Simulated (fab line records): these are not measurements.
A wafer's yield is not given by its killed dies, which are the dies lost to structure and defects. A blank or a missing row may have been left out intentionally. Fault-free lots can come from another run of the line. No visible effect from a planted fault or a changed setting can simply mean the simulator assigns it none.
fab line records	flow n5-finfet
[record] lots = 7	wafers = 21
route steps=1938 shown BEOL_M0_SAQP@652 BEOL_M1@753 BEOL_M2@890 BEOL_M5@1132 BEOL_M6@1197 BEOL_M7@1266 BEOL_M8@1332 BEOL_M9@1440
start-h: the number of hours between the record's first day and the start of the first shown wafer of the lot	wait-h: hours from the lot's prior step to this one	" same as the row above	L1.1+2: one row covering several wafers at once	- no value, or no start given	* or withheld: withheld	< > ~ a bound
route shown NAME@n: names a module that has steps shown in the file, with the first one's number in the route	usual: the fault-free wafers' mean and standard deviation	same: alike in all rows	chamber/n: place in a boat	sites: each site's reading	_std_site: standard deviation across them	_edge_site: outer sites' mean less inner sites'	radius-mm: for every site, how far away it sits from the centre of the wafer	mask NAME#n: copy n	behind: tool/chamber where the wafer was last shaped	hold: cause of the lot's hold/its duration in hours/its outcome	device: whichever transistor did not switch (one of n, p or np)	end of line: the route-end tests of the same wafers	step lacking rows: just its recipe	killed: count of dies lost to structure and defects at first sort (not the wafer's yield)	map: shows each die of a wafer: x if killed, . if not, _ if none is there
set.NAME: setting as actually run; set.NAME@STEP: the setting as run at that earlier step	model.NAME: the simulator's own value behind a step, which no gauge read
lots with deliberately changed settings; one table per step, one row per wafer
[[steps]]
[step N5_BEOL_M0_SAQP_DESCUM_19]
[recipe] chemistry = O2	time-s = 7.9	source-power-w = 50	bias-power-w = 20	pressure-mtorr = 20	rf-frequency-hz = 2.712e+07	temp-c = 40	resist = CAR-ArF	o2-flow-sccm = 225
lot.wafer	tool	chamber	start-h	wait-h	set.time-s
L076.1+2	rie-diel-02	0,1	124.19	0.0	8.447
L076.6	"	3	"	"	7.9
L080.1+2+4	rie-diel-02	0,3,2	143.05	0.0	7.9
L082.1+6	rie-diel-04	2,1	154.32	0.2	9.547
L082.2	"	3	"	"	7.9
L084.2+3	rie-diel-04	1,0	174.15	0.1	7.9
L084.5	"	3	"	"	9.019
L089.2+6	rie-diel-02	0,3	197.15	0.0	6.27
L089.5	"	0	"	"	7.9
L093.2+3+4	rie-diel-02	0,1,2	220.76	0.0	7.9
L095.4+5	rie-diel-04	0,3	239.32	0.0	7.9
L095.6	"	2	"	"	7.312
[step N5_BEOL_M0_SAQP_ETCH_83]
[recipe] chemistry = CF4	target = SiARC	target-depth-a = 390	mask-material = CAR-ArF	time-s = 65	ion-energy-ev = 80	pressure-mtorr = 40	source-w = 545	bias-w = 36	Ar_flow_sccm = 100	cf4-flow-sccm = 100	ends = cleared
lot.wafer	tool	chamber	start-h	wait-h	set.time-s@BEOL_M0_SAQP_DESCUM_19	model.CAR-ArF_of_BEOL_M0_SAQP_COAT_08.thk-nm
L076.1+2	rie-diel-02	0,1	124.22	0.0	8.447	55.2
L076.6	"	3	"	"	7.9	55.4
L080.1	rie-diel-02	0	143.09	0.0	7.9	55.6
L080.2	"	3	"	"	7.9	55.4
L080.4	"	2	"	"	7.9	55.8
L082.1	rie-diel-04	2	154.35	0.0	9.547	54.6
L082.2	"	3	"	"	7.9	55.6
L082.6	"	1	"	"	9.547	54.4
L084.2+3	rie-diel-04	1,0	174.18	0.0	7.9	56
L084.5	"	3	"	"	9.019	55.2
L089.2	rie-diel-02	0	197.19	0.0	6.27	56.4
L089.5	"	0	"	"	7.9	55.8
L089.6	"	3	"	"	6.27	56.2
L093.2	rie-diel-02	0	220.79	0.0	7.9	55.6
L093.3+4	"	1,2	"	"	7.9	55.4
L095.4	rie-diel-04	0	239.36	0.0	7.9	55.4
L095.5	"	3	"	"	7.9	55.6
L095.6	"	2	"	"	7.312	55.8
[step N5_BEOL_M1_PECVD_72]
[recipe] material = SiO2	target-thk-a = 160	temp-c = 400	precursor = TEOS/O2	pressure-torr = 5.5	rf-w = 450	teos-flow-sccm = 53.8	gas = O2	flow-sccm = 3000	time-s = 18
lot.wafer	tool	chamber	start-h	wait-h	set.time-s	model.SiO2_of_BEOL_M1_PECVD_72.thk-nm
L076.1	pecvd-02	0	134.79	0.0	20.52	17.8
L076.2	"	1	"	"	18	15.8
L076.6	"	2	"	"	20.52	18.6
L080.1	pecvd-01	2	155.54	0.0	18	16.2
L080.2	"	0	"	"	18	15.8
L080.4	"	2	"	"	18	16.4
L082.1	pecvd-01	0	167.03	0.0	18.84	16.6
L082.2	"	2	"	"	18	15.8
L082.6	"	0	"	"	18	16
L084.2	pecvd-01	0	185.50	0.0	18	15.8
L084.3+5	"	2,1	"	"	20.02	17.4
L089.2+5+6	pecvd-04	0,0,1	209.17	0.0	18	16
L093.2+3	pecvd-04	1,0	232.87	0.0	18	16
L093.4	"	0	"	"	18	16.2
L095.4	pecvd-04	2	251.08	0.1	18	16
L095.5	"	1	"	"	18	16.2
L095.6	"	0	"	"	18.75	16.8
[step N5_BEOL_M2_TRENCH_ETCH_37]
[recipe] chemistry = C4F6/O2	target-depth-a = 555.55	target = SiOC	time-s = 29.2	ion-energy-ev = 250	pressure-mtorr = 30	source-w = 355	bias-w = 185	Ar_flow_sccm = 300	C4F6_flow_sccm = 10	O2_flow_sccm = 10
[usual] rf-vpp-V = 668/8.5
lot.wafer	tool	chamber	start-h	wait-h	set.source-w	rf-vpp-V	model.BEOL_M2.feature-depth-nm	model.etch.depth-nm
L076.1	rie-diel-06	0	-	-	355	665	56.8	56.87
L076.2	"	3	"	"	355	676	54.4	54.45
L076.6	"	0	"	"	398.2	629	59.6	59.62
L080.1	rie-diel-05	3	-	-	298	734	51.8	51.7
L080.2	"	2	"	"	355	684	54.6	54.55
L080.4	"	0	"	"	298	722	51.8	51.79
L082.1	rie-diel-05	1	-	-	337.6	685	52.8	52.89
L082.2	"	3	"	"	337.6	689	53.6	53.61
L082.6	"	2	"	"	355	683	54	54.1
L084.2	rie-diel-01	3	-	-	355	680	55.4	55.46
L084.3	"	0	"	"	355	675	55.8	55.89
L084.5	"	0	"	"	401.7	634	57.8	57.75
L089.2	rie-diel-01	1	-	-	355	669	55.6	55.63
L089.5	"	1	"	"	322.2	702	53.4	53.42
L089.6	"	0	"	"	322.2	708	53.4	53.49
L093.2	rie-diel-01	1	-	-	355	667	55.2	55.14
L093.3	"	3	"	"	355	680	55	55.05
L093.4	"	2	"	"	355	655	56.6	56.61
L095.4	rie-diel-01	2	-	-	313.4	702	53.6	53.69
L095.5	"	2	"	"	355	658	56.6	56.65
L095.6	"	1	"	"	313.4	711	52.8	52.82
[step N5_BEOL_M5_ETCH_62]
[recipe] chemistry = N2/H2	target = SOC	target-depth-a = 750	overetch-a = 150	mask-material = SiARC	temp-c = 40	time-s = 112.5	ion-energy-ev = 200	pressure-mtorr = 30	source-w = 840	bias-w = 150	n2-flow-sccm = 200	h2-flow-sccm = 200
[usual] rf-vpp-V = 523.4/2.5
lot.wafer	tool	chamber	start-h	wait-h	set.source-w	rf-vpp-V
L076.1	rie-diel-04	1	195.45	0.0	900.1	516.2
L076.2	"	2	"	"	840	522.2
L076.6	"	0	"	"	840	522.1
L080.1	rie-diel-03	1	218.68	0.0	840	523.7
L080.2	"	3	"	"	840	527.8
L080.4	"	2	"	"	774.9	535.4
L082.1	rie-diel-03	0	223.95	0.0	840	520.8
L082.2	"	2	"	"	840	520.3
L082.6	"	1	"	"	840	525.1
L084.2	rie-diel-02	0	247.01	0.0	886.4	516.3
L084.3	"	2	"	"	886.4	513.9
L084.5	"	0	"	"	840	526.3
L089.2	rie-diel-04	2	267.33	0.0	940.7	505.3
L089.5	"	3	"	"	940.7	509.5
L089.6	"	0	"	"	840	518.6
L093.2	rie-diel-02	1	284.18	0.0	840	522.7
L093.3	"	3	"	"	840	520.3
L093.4	"	0	"	"	840	526.0
L095.4	rie-diel-04	3	319.63	0.1	840	527.0
L095.5	"	1	"	"	840	525.4
L095.6	"	2	"	"	840	523.6
[step N5_BEOL_M5_COAT_66]
[recipe] resist = SiARC	temp-c = 220	time-s = 60	spin-rpm = 1500	resist-thk-nm = 12
lot.wafer	tool	chamber	start-h	wait-h	set.spin-rpm	model.SiARC_of_BEOL_M5_COAT_66.thk-nm
L076.1+2	litho-track-04	0	-	-	1400	12.4
L076.6	"	0	"	"	1500	12
L080.1+2+4	litho-track-05	0	-	-	1616	11.6
L082.1	litho-track-04	0	-	-	1500	12
L082.2+6	"	0	"	"	1387	12.4
L084.2	litho-track-01	0	-	-	1355	12.6
L084.3+5	"	0	"	"	1500	12
L089.2+6	litho-track-01	0	-	-	1500	12
L089.5	"	0	"	"	1633	11.6
L093.2+3+4	litho-track-01	0	-	-	1500	12
L095.4+6	litho-track-05	0	-	-	1500	12
L095.5	"	0	"	"	1662	11.4
[step N5_BEOL_M5_COAT_74]
[recipe] resist = underlayer	temp-c = 205	time-s = 60	spin-rpm = 1500	resist-thk-nm = 5
[step N5_BEOL_M5_COAT_22]
[recipe] resist = CAR-EUV	spin-rpm = 1500	resist-thk-nm = 30
[step N5_BEOL_M5_DESCUM_33]
[recipe] chemistry = O2	time-s = 7	source-power-w = 50	bias-power-w = 20	pressure-mtorr = 20	rf-frequency-hz = 2.712e+07	temp-c = 40	resist = CAR-EUV	o2-flow-sccm = 225
[step N5_BEOL_M5_ETCH_75]
[recipe] chemistry = N2/H2	target = underlayer	target-depth-a = 65	mask-material = CAR-EUV	time-s = 5.2	ion-energy-ev = 200	pressure-mtorr = 30	source-w = 840	bias-w = 150	n2-flow-sccm = 200	h2-flow-sccm = 200	ends = cleared
[step N5_BEOL_M5_ETCH_67]
[recipe] chemistry = CF4	target = SiARC	target-depth-a = 156	mask-material = CAR-EUV	time-s = 26	ion-energy-ev = 80	pressure-mtorr = 40	source-w = 545	bias-w = 36	Ar_flow_sccm = 100	cf4-flow-sccm = 100	ends = cleared
lot.wafer	tool	chamber	start-h	wait-h	set.spin-rpm@BEOL_M5_COAT_66	model.CAR-EUV_of_BEOL_M5_COAT_22.thk-nm	model.etch.depth-nm
L076.1	rie-diel-04	0	197.83	0.0	1400	10.8	12.42
L076.2	"	3	"	"	1400	10.8	12.43
L076.6	"	2	"	"	1500	11.2	11.97
L080.1	rie-diel-02	0	219.83	0.0	1616	11.4	11.63
L080.2	"	2	"	"	1616	11.6	11.59
L080.4	"	0	"	"	1616	11.6	11.61
L082.1	rie-diel-03	3	227.53	0.0	1500	11.2	12
L082.2	"	1	"	"	1387	10.8	12.48
L082.6	"	0	"	"	1387	11	12.49
L084.2	rie-diel-02	3	249.46	0.0	1355	10.8	12.65
L084.3	"	1	"	"	1500	11.2	12.04
L084.5	"	1	"	"	1500	11.2	11.98
L089.2	rie-diel-04	2	268.57	0.0	1500	11	11.99
L089.5	"	0	"	"	1633	11.4	11.54
L089.6	"	1	"	"	1500	11.2	11.99
L093.2	rie-diel-03	3	285.34	0.0	1500	11	12.07
L093.3	"	0	"	"	1500	11.2	12.01
L093.4	"	1	"	"	1500	11.2	12.02
L095.4+6	rie-diel-04	3,1	320.56	0.0	1500	11.2	12.01
L095.5	"	2	"	"	1662	11.6	11.43
[step N5_BEOL_M6_PECVD_70]
[recipe] material = SiO2	target-thk-a = 200	temp-c = 400	precursor = TEOS/O2	pressure-torr = 5.5	rf-w = 450	teos-flow-sccm = 53.8	gas = O2	flow-sccm = 3000	time-s = 22.7
lot.wafer	tool	chamber	start-h	wait-h	set.time-s	model.SiO2_of_BEOL_M6_PECVD_70.thk-nm
L076.1	pecvd-02	2	206.00	0.0	22.7	20.2
L076.2+6	"	1	"	"	22.7	20
L080.1+2	pecvd-03	1,2	229.37	0.0	22.7	19.8
L080.4	"	1	"	"	21.39	19.2
L082.1	pecvd-03	2	235.62	0.0	25.05	21.8
L082.2	"	0	"	"	22.7	20
L082.6	"	2	"	"	25.05	22
L084.2	pecvd-02	1	257.59	0.0	25.78	22.2
L084.3	"	0	"	"	22.7	19.4
L084.5	"	2	"	"	22.7	20
L089.2	pecvd-04	2	277.55	0.0	24.4	21.4
L089.5	"	0	"	"	24.4	21.8
L089.6	"	2	"	"	24.4	21.6
L093.2+3	pecvd-02	1,2	301.25	0.0	22.7	19.8
L093.4	"	1	"	"	22.7	20
L095.4	pecvd-02	0	330.30	0.1	22.7	20.8
L095.5	"	1	"	"	23.91	21.2
L095.6	"	2	"	"	22.7	20.2
[step N5_BEOL_M6_COAT_05]
[recipe] resist = CAR-ArF	spin-rpm = 1500	resist-thk-nm = 90
lot.wafer	tool	chamber	start-h	wait-h	set.spin-rpm	model.CAR-ArF_of_BEOL_M6_COAT_05.thk-nm
L076.1	litho-track-04	0	-	-	1555	88.6
L076.2	"	0	"	"	1555	88.8
L076.6	"	0	"	"	1500	90.2
L080.1	litho-track-02	0	-	-	1500	90.4
L080.2	"	0	"	"	1581	87.6
L080.4	"	0	"	"	1581	87.8
L082.1+2	litho-track-02	0	-	-	1500	89.8
L082.6	"	0	"	"	1500	89.6
L084.2+5	litho-track-02	0	-	-	1500	90
L084.3	"	0	"	"	1392	93.4
L089.2+5	litho-track-04	0	-	-	1500	90
L089.6	"	0	"	"	1664	85.6
L093.2+3+4	litho-track-04	0	-	-	1500	90.4
L095.4+5	litho-track-02	0	-	-	1643	86.6
L095.6	"	0	"	"	1500	90.6
[step N5_BEOL_M6_EBR_07]
[recipe] solvent = PGMEA	ebr-width-mm = 1.5
[step N5_BEOL_M6_SOFTBAKE_06]
[recipe] temp-c = 110	time-s = 60	resist = CAR-ArF
[step N5_BEOL_M6_EXPOSE_08]
[recipe] mask-id = M6	na = 1.35	source-shape = dipole	sigma-inner = 0.817	sigma-outer = 0.97	polarization = te	dose-mj = 68.25
[step N5_BEOL_M6_PEB_09]
[recipe] peb-temp-c = withheld	peb-time-s = 60	resist = CAR-ArF
[step N5_BEOL_M6_DEVELOP_10]
[recipe] develop-time-s = 30	developer = TMAH	resist = CAR-ArF	rinse-liquid = diw	dry = air-spin	dev-temp-c = 23
lot.wafer	tool	chamber	start-h	wait-h	set.spin-rpm@BEOL_M6_COAT_05	model.CAR-ArF_of_BEOL_M6_COAT_05.thk-nm
L076.1	litho-track-02	0	-	-	1555	87
L076.2	"	0	"	"	1555	87.2
L076.6	"	0	"	"	1500	88.4
L080.1	litho-track-03	0	-	-	1500	88.6
L080.2	"	0	"	"	1581	85.8
L080.4	"	0	"	"	1581	86
L082.1+2	litho-track-04	0	-	-	1500	88.2
L082.6	"	0	"	"	1500	87.8
L084.2+5	litho-track-02	0	-	-	1500	88.2
L084.3	"	0	"	"	1392	91.8
L089.2	litho-track-02	0	-	-	1500	88.2
L089.5	"	0	"	"	1500	88.4
L089.6	"	0	"	"	1664	83.8
L093.2	litho-track-02	0	-	-	1500	88.6
L093.3+4	"	0	"	"	1500	88.8
L095.4+5	litho-track-03	0	-	-	1643	84.8
L095.6	"	0	"	"	1500	89
[step N5_BEOL_M7_PECVD_70]
[recipe] material = SiO2	target-thk-a = 200	temp-c = 400	precursor = TEOS/O2	pressure-torr = 5.5	rf-w = 450	teos-flow-sccm = 53.8	gas = O2	flow-sccm = 3000	time-s = 22.7
lot.wafer	tool	chamber	start-h	wait-h	set.temp-c	model.SiO2_of_BEOL_M7_PECVD_70.thk-nm
L076.1	pecvd-04	1	216.33	0.0	400	20.4
L076.2	"	0	"	"	400	19.6
L076.6	"	0	"	"	400	20.2
L080.1	pecvd-01	1	239.52	0.0	386.1	21.4
L080.2	"	2	"	"	386.1	21.8
L080.4	"	0	"	"	400	20
L082.1	pecvd-04	2	245.12	0.0	410	18.2
L082.2+6	"	0,2	"	"	400	19.8
L084.2	pecvd-03	2	268.65	0.0	386.1	22
L084.3+5	"	0,2	"	"	400	20.4
L089.2+6	pecvd-03	0	285.02	0.0	400	19.6
L089.5	"	1	"	"	400	20
L093.2	pecvd-04	1	307.03	0.0	400	19.8
L093.3+4	"	0,2	"	"	400	19.6
L095.4	pecvd-03	1	348.28	0.1	400	20.4
L095.5+6	"	2,0	"	"	410.1	18.8
[step N5_BEOL_M8_ILD_DEP_00]
[recipe] material = SiCOH_lowk	target-thk-a = 1797.5	temp-c = 300	precursor = DEMS/porogen	pressure-torr = 5	rf-w = 500	time-s = 33.4
lot.wafer	tool	chamber	start-h	wait-h	set.time-s	model.SiCOH_lowk_of_BEOL_M8_ILD_DEP_00.thk-nm
L076.1	pecvd-01	2	223.69	0.0	33.4	182
L076.2	"	1	"	"	37.92	206
L076.6	"	0	"	"	37.92	209.6
L080.1	pecvd-03	0	247.25	0.0	30.41	162.2
L080.2	"	2	"	"	30.41	160.4
L080.4	"	0	"	"	33.4	181.8
L082.1	pecvd-01	1	252.37	0.0	30.44	169.2
L082.2	"	2	"	"	33.4	180.8
L082.6	"	0	"	"	30.44	170.8
L084.2	pecvd-01	2	275.70	0.0	30.16	160.2
L084.3	"	0	"	"	33.4	179.8
L084.5	"	1	"	"	30.16	164.6
L089.2	pecvd-03	1	296.09	0.0	34.81	182.6
L089.5	"	0	"	"	33.4	178.8
L089.6	"	2	"	"	33.4	180
L093.2	pecvd-03	2	314.03	0.0	33.4	178.8
L093.3	"	0	"	"	33.4	178.4
L093.4	"	1	"	"	33.4	181.2
L095.4	pecvd-02	1	354.68	0.1	33.4	183.8
L095.5	"	2	"	"	33.4	180.8
L095.6	"	0	"	"	33.4	181.4
[step N5_BEOL_M8_CURE_74]
[recipe] temp-c = 385	time-s = 240	ambient = He/Ar	material = SiCOH_lowk
lot.wafer	tool	chamber	start-h	wait-h	set.time-s@BEOL_M8_ILD_DEP_00	model.SiCOH_lowk_of_BEOL_M8_ILD_DEP_00.thk-nm
L076.1	uv-cure-03	2	223.76	0.1	33.4	157
L076.2	"	2	"	"	37.92	177.8
L076.6	"	2	"	"	37.92	181.2
L080.1	uv-cure-02	0	247.33	0.1	30.41	139.8
L080.2	"	0	"	"	30.41	138.2
L080.4	"	0	"	"	33.4	156.8
L082.1	uv-cure-01	0	252.66	0.3	30.44	145.8
L082.2	"	0	"	"	33.4	156
L082.6	"	0	"	"	30.44	147.2
L084.2	uv-cure-03	2	275.84	0.1	30.16	138
L084.3	"	2	"	"	33.4	155
L084.5	"	2	"	"	30.16	141.8
L089.2	uv-cure-03	1	296.27	0.2	34.81	157.4
L089.5	"	1	"	"	33.4	154.2
L089.6	"	1	"	"	33.4	155.2
L093.2	uv-cure-02	0	314.18	0.1	33.4	154.2
L093.3	"	0	"	"	33.4	153.8
L093.4	"	0	"	"	33.4	156.4
L095.4	uv-cure-01	2	355.20	0.5	33.4	158.4
L095.5	"	2	"	"	33.4	156
L095.6	"	2	"	"	33.4	156.4
[step N5_BEOL_M8_THK_MEAS_01]
[recipe] reads = SiCOH_lowk_of_BEOL_M8_ILD_DEP_00
[usual] M8_ILD_THK = 156.9/2.4
lot.wafer	tool	chamber	start-h	wait-h	set.time-s@BEOL_M8_ILD_DEP_00	M8_ILD_THK[nm]
L076.1	film-metro-02	-	224.28	0.4	33.4	156.9
L076.2	"	-	"	"	37.92	177.8
L076.6	"	-	"	"	37.92	181.1
L080.1	film-metro-02	-	247.85	0.4	30.41	139.7
L080.2	"	-	"	"	30.41	138.1
L080.4	"	-	"	"	33.4	156.7
L082.1	film-metro-01	-	253.17	0.4	30.44	145.7
L082.2	"	-	"	"	33.4	155.9
L082.6	"	-	"	"	30.44	147.3
L084.2	film-metro-02	-	276.28	0.4	30.16	138.0
L084.3	"	-	"	"	33.4	155.1
L084.5	"	-	"	"	30.16	141.8
L089.2	film-metro-02	-	296.70	0.4	34.81	157.4
L089.5	"	-	"	"	33.4	154.2
L089.6	"	-	"	"	33.4	155.3
L093.2	film-metro-01	-	314.61	0.4	33.4	154.3
L093.3	"	-	"	"	33.4	153.7
L093.4	"	-	"	"	33.4	156.3
L095.4	film-metro-01	-	355.72	0.4	33.4	158.6
L095.5	"	-	"	"	33.4	155.9
L095.6	"	-	"	"	33.4	156.3
[step N5_BEOL_M9_ETCH_66]
[recipe] chemistry = N2/H2	target = SOC	target-depth-a = 800	overetch-a = 160	mask-material = SiARC	temp-c = 40	time-s = 120	ion-energy-ev = 200	pressure-mtorr = 30	source-w = 840	bias-w = 150	n2-flow-sccm = 200	h2-flow-sccm = 200
[usual] rf-vpp-V = 523.8/2.6
lot.wafer	tool	chamber	start-h	wait-h	set.bias-w	rf-vpp-V
L076.1	rie-diel-03	0	241.25	0.0	150	521.5
L076.2	"	2	"	"	150	520.8
L076.6	"	3	"	"	171.4	572.3
L080.1	rie-diel-02	0	266.11	0.0	150	526.4
L080.2	"	2	"	"	134.9	490.3
L080.4	"	3	"	"	150	518.8
L082.1	rie-diel-04	2	266.68	0.0	150	523.6
L082.2	"	1	"	"	150	526.4
L082.6	"	0	"	"	150	520.0
L084.2	rie-diel-04	1	285.23	0.0	150	526.2
L084.3	"	3	"	"	150	528.1
L084.5	"	2	"	"	150	521.8
L089.2	rie-diel-02	2	306.70	0.0	141	503.2
L089.5	"	3	"	"	141	499.4
L089.6	"	2	"	"	150	523.8
L093.2	rie-diel-04	1	328.13	0.0	150	525.7
L093.3	"	2	"	"	150	521.8
L093.4	"	0	"	"	150	528.0
L095.4	rie-diel-04	0	366.40	0.0	150	527.6
L095.5	"	3	"	"	150	527.1
L095.6	"	2	"	"	150	522.8
[[key]]
[split] step = N5_BEOL_M0_SAQP_DESCUM_19	setting = time-s	stated = 7.9	by = wafer
[response] step = N5_BEOL_M0_SAQP_ETCH_83	reading = model.CAR-ArF_of_BEOL_M0_SAQP_COAT_08.thk-nm	change = -0.0414	per = 1%	r = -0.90
[split] step = N5_BEOL_M1_PECVD_72	setting = time-s	stated = 18	by = wafer
[response] step = N5_BEOL_M1_PECVD_72	reading = model.SiO2_of_BEOL_M1_PECVD_72.thk-nm	change = +0.16	per = 1%	r = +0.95
[split] step = N5_BEOL_M2_TRENCH_ETCH_37	setting = source-w	stated = 355	by = wafer
[response] step = N5_BEOL_M2_TRENCH_ETCH_37	reading = rf-vpp-V	change = -3.27	per = 1%	r = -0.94
[response] step = N5_BEOL_M2_TRENCH_ETCH_37	reading = model.BEOL_M2.feature-depth-nm	change = +0.226	per = 1%	r = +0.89
[response] step = N5_BEOL_M2_TRENCH_ETCH_37	reading = model.etch.depth-nm	change = +0.224	per = 1%	r = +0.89
[split] step = N5_BEOL_M5_ETCH_62	setting = source-w	stated = 840	by = wafer
[response] step = N5_BEOL_M5_ETCH_62	reading = rf-vpp-V	change = -1.1	per = 1%	r = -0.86
[split] step = N5_BEOL_M5_COAT_66	setting = spin-rpm	stated = 1500	by = wafer
[response] step = N5_BEOL_M5_COAT_66	reading = model.SiARC_of_BEOL_M5_COAT_66.thk-nm	change = -0.0552	per = 1%	r = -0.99
[response] step = N5_BEOL_M5_ETCH_67	reading = model.CAR-EUV_of_BEOL_M5_COAT_22.thk-nm	change = +0.0405	per = 1%	r = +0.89
[response] step = N5_BEOL_M5_ETCH_67	reading = model.etch.depth-nm	change = -0.0593	per = 1%	r = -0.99
[split] step = N5_BEOL_M6_PECVD_70	setting = time-s	stated = 22.7	by = wafer
[response] step = N5_BEOL_M6_PECVD_70	reading = model.SiO2_of_BEOL_M6_PECVD_70.thk-nm	change = +0.172	per = 1%	r = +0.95
[split] step = N5_BEOL_M6_COAT_05	setting = spin-rpm	stated = 1500	by = wafer
[response] step = N5_BEOL_M6_COAT_05	reading = model.CAR-ArF_of_BEOL_M6_COAT_05.thk-nm	change = -0.429	per = 1%	r = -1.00
[response] step = N5_BEOL_M6_DEVELOP_10	reading = model.CAR-ArF_of_BEOL_M6_COAT_05.thk-nm	change = -0.441	per = 1%	r = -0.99
[split] step = N5_BEOL_M7_PECVD_70	setting = temp-c	stated = 400	by = wafer
[response] step = N5_BEOL_M7_PECVD_70	reading = model.SiO2_of_BEOL_M7_PECVD_70.thk-nm	change = -0.521	per = 1%	r = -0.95
[split] step = N5_BEOL_M8_ILD_DEP_00	setting = time-s	stated = 33.4	by = wafer
[response] step = N5_BEOL_M8_ILD_DEP_00	reading = model.SiCOH_lowk_of_BEOL_M8_ILD_DEP_00.thk-nm	change = +1.79	per = 1%	r = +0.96
[response] step = N5_BEOL_M8_CURE_74	reading = model.SiCOH_lowk_of_BEOL_M8_ILD_DEP_00.thk-nm	change = +1.56	per = 1%	r = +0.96
[response] step = N5_BEOL_M8_THK_MEAS_01	reading = M8_ILD_THK	change = +1.56	per = 1%	r = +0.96
[split] step = N5_BEOL_M9_ETCH_66	setting = bias-w	stated = 150	by = wafer
[response] step = N5_BEOL_M9_ETCH_66	reading = rf-vpp-V	change = +3.49	per = 1%	r = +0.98
